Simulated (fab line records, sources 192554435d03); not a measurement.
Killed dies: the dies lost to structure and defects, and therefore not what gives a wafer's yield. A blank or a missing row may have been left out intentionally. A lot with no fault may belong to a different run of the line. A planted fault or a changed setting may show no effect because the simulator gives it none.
What tool caused it? :: flow n5_finfet :: 11 lots, 33 wafers sampled, at 1 step of a route of 1938

## WHAT THE GAUGES SHOWED, per wafer
N5_BEOL_M8_OVL_MEAS_29.
lot: L885
measured: day 11 17:58
on: overlay-02
V7_OVL (nm): -0.2 -1.4 -1.1

lot: L886
measured: day 11 20:22
on: overlay-02
V7_OVL (nm): -0.5 -0.5 0.2

lot: L884
measured: day 11 20:28
on: overlay-02
V7_OVL (nm): -1.1 0.3 -0.6

lot: L889
measured: day 12 04:28
on: overlay-01
V7_OVL (nm): -0.5 0.1 0.3

lot: L888
measured: day 12 10:41
on: overlay-01
V7_OVL (nm): 1.0 0.3 0.0

lot: L892
measured: day 13 09:40
on: overlay-02
V7_OVL (nm): 0.5 0.2 0.1

lot: L896
measured: day 15 07:11
on: overlay-02
V7_OVL (nm): -0.7 -1.1 -0.3

lot: L897
measured: day 15 14:33
on: overlay-01
V7_OVL (nm): 1.3 0.2 0.3

lot: L903
measured: day 17 02:20
on: overlay-02
V7_OVL (nm): -1.4 -1.1 -0.5

lot: L905
measured: day 17 10:09
on: overlay-02
V7_OVL (nm): 0.5 -0.2 -0.3

lot: L904
measured: day 17 20:04
on: overlay-02
V7_OVL (nm): -0.1 0.1 0.5

## WHICH TOOL RAN EACH LOT (tool, then ch and the chambers of the sampled wafers, then the start)
The record holds no process step before these readings.

## THE ANSWER, worked out from the rows above alone
Rule: the lots themselves supply what counts as usual. Put in order of their means at a reading, lots are off if they are a third of the lots or fewer, leave a main group of 4 or more, and stand apart from it by a gap of 3 or more times the standard deviation of the main group's means; of several such gaps the widest counts. A main group whose means are all the same, to the digits that the tables above print for the reading, isn't used. Also off: a lot with no number at a reading for which 4 or more lots have one. Where the step has rows for the other lots, those lots are counted as sound.
No lot is off at any reading shown: from this, nothing can be told.

## WHAT WAS PUT IN BY THE SIMULATOR
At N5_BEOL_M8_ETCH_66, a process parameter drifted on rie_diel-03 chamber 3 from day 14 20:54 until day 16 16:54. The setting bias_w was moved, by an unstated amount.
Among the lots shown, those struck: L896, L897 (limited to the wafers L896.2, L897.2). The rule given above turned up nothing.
